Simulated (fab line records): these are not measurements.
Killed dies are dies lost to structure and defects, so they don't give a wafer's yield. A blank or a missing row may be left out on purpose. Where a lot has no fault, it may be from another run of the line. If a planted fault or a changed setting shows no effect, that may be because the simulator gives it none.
Which tool did it? | flow n5-finfet | 10 lots, 30 wafers sampled, at 5 steps of a route of 1938

## WHAT THE GAUGES READ, wafer by wafer
N5_WELL_APT_INSPECT_27: inspects for defects (macro). Usual: raw-defect-count at 2.0, with a standard deviation of 1.4.
lot  | measured    | on                | raw-defect-count | flag
L467 | day 1 15:03 | defect-inspect-02 | 1 3 3            |
L469 | day 2 03:23 | defect-inspect-01 | 2 1 1            |
L472 | day 2 21:44 | defect-inspect-02 | 1 4 5            |
L473 | day 3 02:52 | defect-inspect-02 | 3 0 1            |
L474 | day 3 09:23 | defect-inspect-01 | 3 1 1            |
L480 | day 4 21:07 | defect-inspect-01 | 2 2 1            |
L481 | day 5 02:57 | defect-inspect-01 | 2 4 1            |
L483 | day 5 16:13 | defect-inspect-01 | 2 3 2            |
L488 | day 6 20:45 | defect-inspect-01 | 1 0 3            |
L489 | day 7 03:13 | defect-inspect-01 | 2 3 1            |

N5_WELL_APT_INSPECT_38: inspects for defects (darkfield). Usual: raw-defect-count at 14, with a standard deviation of 5.2.
lot  | measured    | on                | raw-defect-count | flag
L467 | day 1 16:49 | defect-inspect-02 | 26 26 18         |
L469 | day 2 06:18 | defect-inspect-01 | 10 12 16         |
L472 | day 2 23:49 | defect-inspect-02 | 16 15 7          |
L473 | day 3 04:32 | defect-inspect-01 | 11 19 13         |
L474 | day 3 11:25 | defect-inspect-02 | 4 12 9           |
L480 | day 4 23:35 | defect-inspect-01 | 9 18 12          |
L481 | day 5 05:23 | defect-inspect-01 | 10 17 10         |
L483 | day 5 18:08 | defect-inspect-02 | 4 12 13          |
L488 | day 6 22:47 | defect-inspect-02 | 14 14 22         |
L489 | day 7 08:07 | defect-inspect-01 | 8 10 13          |

N5_BEOL_M4_RC_MEAS_101. Usual: CJ_P 5.73, standard deviation 0.16; DIBL_N 35.8 mV/V, standard deviation 1.7; DIBL_P 35.3 mV/V, standard deviation 2; IOFF_N 0.150 nA/um, standard deviation 0.026; IOFF_P 0.194 nA/um, standard deviation 0.029; IOFF_P_LONG 0.000102 nA/um, standard deviation 8.2e-06; ION_N 667 uA/um, standard deviation 11; ION_P 456 uA/um, standard deviation 7.1; SS_N 71.4 mV/dec, standard deviation 0.65; SS_P 73.1 mV/dec, standard deviation 0.64; VT_N 251 mV, standard deviation 3; VT_P -252 mV, standard deviation 3.2.
lot  | measured     | on        | CJ_P           | DIBL_N (mV/V)  | DIBL_P (mV/V)  | IOFF_N (nA/um)    | IOFF_P (nA/um)    | IOFF_P_LONG (nA/um)        | ION_N (uA/um) | ION_P (uA/um) | SS_N (mV/dec)  | SS_P (mV/dec)  | VT_N (mV)   | VT_P (mV)      | flag
L467 | day 9 17:53  | prober-01 | 5.78 5.40 5.62 | 36.5 32.5 35.6 | 36.8 32.0 36.5 | 0.156 0.103 0.150 | 0.193 0.136 0.190 | 9.6e-05 8.8e-05 9.5e-05    | 678 649 675   | 461 447 466   | 72.2 70.9 71.2 | 73.0 71.8 74.1 | 253 258 250 | -252 -258 -254 |
L469 | day 10 07:59 | prober-02 | 5.68 5.62 5.56 | 36.1 36.0 37.7 | 36.4 36.0 37.8 | 0.148 0.150 0.173 | 0.197 0.196 0.228 | 9.4e-05 9.5e-05 9.3e-05    | 663 671 666   | 452 462 457   | 71.0 71.1 72.4 | 73.3 73.4 74.0 | 252 253 247 | -252 -255 -250 |
L472 | day 11 08:04 | prober-02 | 5.53 5.98 5.62 | 33.9 31.8 34.2 | 32.9 31.0 33.7 | 0.125 0.097 0.125 | 0.150 0.135 0.157 | 9.4e-05 0.000103 9.7e-05   | 669 644 662   | 448 443 453   | 71.4 69.8 71.0 | 72.4 72.2 72.5 | 255 256 253 | -255 -257 -254 |
L473 | day 11 20:26 | prober-02 | 6.07 5.92 5.62 | 34.8 35.6 34.6 | 34.4 35.2 33.4 | 0.118 0.126 0.110 | 0.165 0.167 0.152 | 9.7e-05 9.4e-05 9e-05      | 659 649 638   | 450 448 445   | 70.4 71.1 70.9 | 72.9 72.2 72.4 | 254 254 257 | -255 -256 -259 |
L474 | day 12 05:59 | prober-02 | 5.91 5.59 5.81 | 34.0 32.6 36.1 | 35.8 33.2 38.3 | 0.141 0.123 0.184 | 0.208 0.172 0.250 | 0.000113 0.00011 0.000115  | 676 667 680   | 468 458 468   | 70.9 70.8 71.3 | 72.7 71.9 73.2 | 250 251 247 | -249 -251 -243 |
L480 | day 12 22:57 | prober-01 | 6.83 6.71 6.74 | 35.4 36.5 36.5 | 34.0 35.7 34.8 | 0.146 0.153 0.155 | 0.174 0.189 0.181 | 0.000133 0.000129 0.000131 | 670 656 661   | 453 446 452   | 71.3 72.2 71.7 | 72.7 72.5 73.4 | 251 251 251 | -253 -253 -252 | OFF
L481 | day 14 05:40 | prober-01 | 6.92 6.63 7.01 | 38.3 36.9 37.8 | 35.2 34.6 34.8 | 0.186 0.161 0.171 | 0.209 0.202 0.196 | 0.000131 0.000123 0.00014  | 669 677 688   | 455 466 463   | 72.2 71.9 72.1 | 73.8 73.9 73.1 | 247 249 248 | -252 -251 -251 | OFF
L483 | day 14 01:35 | prober-01 | 5.82 5.86 5.96 | 34.5 34.4 36.1 | 34.0 32.9 35.3 | 0.121 0.116 0.143 | 0.179 0.167 0.204 | 0.000103 0.000105 0.000106 | 650 656 668   | 454 451 455   | 71.1 70.8 71.9 | 73.7 72.8 72.8 | 254 255 253 | -250 -255 -251 |
L488 | day 15 08:19 | prober-01 | 5.71 5.81 5.44 | 34.3 36.6 34.5 | 34.8 37.6 35.9 | 0.117 0.153 0.129 | 0.170 0.217 0.184 | 0.000102 0.000103 9.7e-05  | 668 666 674   | 463 458 463   | 70.9 71.9 71.3 | 73.4 73.2 73.1 | 255 253 252 | -253 -251 -253 |
L489 | day 15 11:44 | prober-02 | 5.82 5.79 5.63 | 37.6 36.5 36.8 | 35.2 35.3 36.0 | 0.177 0.159 0.167 | 0.217 0.212 0.225 | 0.000104 0.000103 0.0001   | 680 669 679   | 463 461 464   | 71.3 70.4 71.2 | 73.9 72.7 73.7 | 248 250 250 | -248 -250 -252 |

## WHICH TOOL RAN EACH LOT (tool, then ch and the chambers of the sampled wafers, then the start)
lot  | N5_WELL_APT_IMPLANT_15         | N5_WELL_APT_DESCUM_30
L467 | implanter-02 ch 0, day 1 14:14 | rie-diel-01 ch 0,1,3, day 1 15:10
L469 | implanter-02 ch 0, day 2 02:26 | rie-diel-03 ch 1,2,3, day 2 03:47
L472 | implanter-01 ch 0, day 2 20:47 | rie-diel-03 ch 0,3, day 2 21:58
L473 | implanter-02 ch 0, day 3 02:03 | rie-diel-01 ch 1,2, day 3 02:54
L474 | implanter-02 ch 0, day 3 08:27 | rie-diel-04 ch 0,1,3, day 3 09:25
L480 | implanter-02 ch 0, day 4 20:17 | rie-diel-03 ch 0,3, day 4 21:08
L481 | implanter-02 ch 0, day 5 02:07 | rie-diel-01 ch 0,2,3, day 5 02:59
L483 | implanter-01 ch 0, day 5 15:26 | rie-diel-03 ch 0,1,2, day 5 16:16
L488 | implanter-01 ch 0, day 6 19:58 | rie-diel-04 ch 0,1,3, day 6 20:55
L489 | implanter-01 ch 0, day 7 02:25 | rie-diel-03 ch 1,2, day 7 03:28
- N5_WELL_APT_IMPLANT_15
- N5_WELL_APT_DESCUM_30: chemistry O2, time 7.9 s.

## AS READ BY THE TOOLS THEMSELVES (means over the sampled wafers that have a number; for cases with no such wafer, the mark the record gives instead)
N5_WELL_APT_IMPLANT_15. Usual: dose-ions-cm2 1.5e+13, standard deviation 1.6e+10; faraday-current-uA 191, standard deviation 3.7.
lot  | tool         | dose-ions-cm2 | faraday-current-uA | flag
L467 | implanter-02 | 1.5e+13       | 187                |
L469 | implanter-02 | 1.5e+13       | 193                |
L472 | implanter-01 | 1.5e+13       | 190                |
L473 | implanter-02 | 1.5e+13       | 192                |
L474 | implanter-02 | 1.5e+13       | 189                |
L480 | implanter-02 | 2.2e+13       | 279                | OFF
L481 | implanter-02 | 2.2e+13       | 283                | OFF
L483 | implanter-01 | 1.5e+13       | 189                |
L488 | implanter-01 | 1.5e+13       | 188                |
L489 | implanter-01 | 1.5e+13       | 190                |

N5_WELL_APT_DESCUM_30. Usual: drypump-motor-current-A 6.0 A, standard deviation 0.48; oes-product-au 0.76 a.u., standard deviation 0.081; rf-fwd-power-W 49.61 W, standard deviation 0.17; rf-vpp-V 242.9 V, standard deviation 1.3; showerhead-plenum-p-Torr 2.08 Torr, standard deviation 0.064; throttle-valve-pct 20.54 %, standard deviation 0.27.
lot  | tool        | drypump-motor-current-A (A) | oes-product-au (a.u.) | rf-fwd-power-W (W) | rf-vpp-V (V) | showerhead-plenum-p-Torr (Torr) | throttle-valve-pct (%) | flag
L467 | rie-diel-01 | 6.0                         | 0.72                  | 49.62              | 244.2        | 2.10                            | 20.58                  |
L469 | rie-diel-03 | 5.7                         | 0.77                  | 49.66              | 243.4        | 2.13                            | 20.28                  |
L472 | rie-diel-03 | 6.2                         | 0.74                  | 49.41              | 243.1        | 2.12                            | 20.44                  |
L473 | rie-diel-01 | 6.3                         | 0.77                  | 49.47              | 243.1        | 2.05                            | 20.85                  |
L474 | rie-diel-04 | 5.9                         | 0.74                  | 49.66              | 243.2        | 2.09                            | 20.51                  |
L480 | rie-diel-03 | 6.0                         | 0.71                  | 49.57              | 241.8        | 2.06                            | 20.46                  |
L481 | rie-diel-01 | 6.3                         | 0.84                  | 49.77              | 242.6        | 2.08                            | 20.51                  |
L483 | rie-diel-03 | 5.4                         | 0.73                  | 49.53              | 242.7        | 2.06                            | 20.32                  |
L488 | rie-diel-04 | 5.9                         | 0.71                  | 49.74              | 243.3        | 2.08                            | 20.55                  |
L489 | rie-diel-03 | 5.3                         | 0.75                  | 49.79              | 243.1        | 2.07                            | 20.21                  |

## THE ANSWER, worked out from the rows above alone
Rule: take the mean of a lot's wafers that have a number; if it is more than 3 standard deviations from the usual mean, the lot is off. A lot without any number at a reading at which 4 lots or more have one is off too. Any other lot the step has rows for is counted as sound. First the gauges in route order, then the tools' own readings, where a lot's mean is used as printed above. The first step at which some lot is off is used, and at that step the reading that is off furthest; a lot without a number counts as furthest.
Off: at N5_BEOL_M4_RC_MEAS_101 (CJ_P), L480, L481.
If a tool, at a process step before that reading, ran all the lots that are off and no sound lot after the first of them, it fits. The gauges at N5_BEOL_M4_RC_MEAS_101 aren't tried: what is off there is off at N5_WELL_APT_IMPLANT_15 too, on other tools, and a gauge's error can't cause that. One candidate fits, namely implanter-02 at N5_WELL_APT_IMPLANT_15. Its last sound lot is L474 (day 3 08:27), its first lot that is off L480 (day 4 20:17): a fault that began between those two fits.
The tool's own readings at N5_WELL_APT_IMPLANT_15 bear it out: on the lots that are off they differ by more than 5 times the standard deviation of the sound lots' means. dose-ions-cm2 reads 2.2e+13 there against 1.5e+13 on the sound lots; faraday-current-uA reads 281 there against 190 on the sound lots.

## WHAT HAD BEEN PUT IN BY THE SIMULATOR
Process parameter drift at N5_WELL_APT_IMPLANT_15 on implanter-02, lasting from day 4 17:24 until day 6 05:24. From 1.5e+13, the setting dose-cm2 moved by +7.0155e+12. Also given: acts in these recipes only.
Struck lots among those shown: L480, L481. Same finding as the rule above.
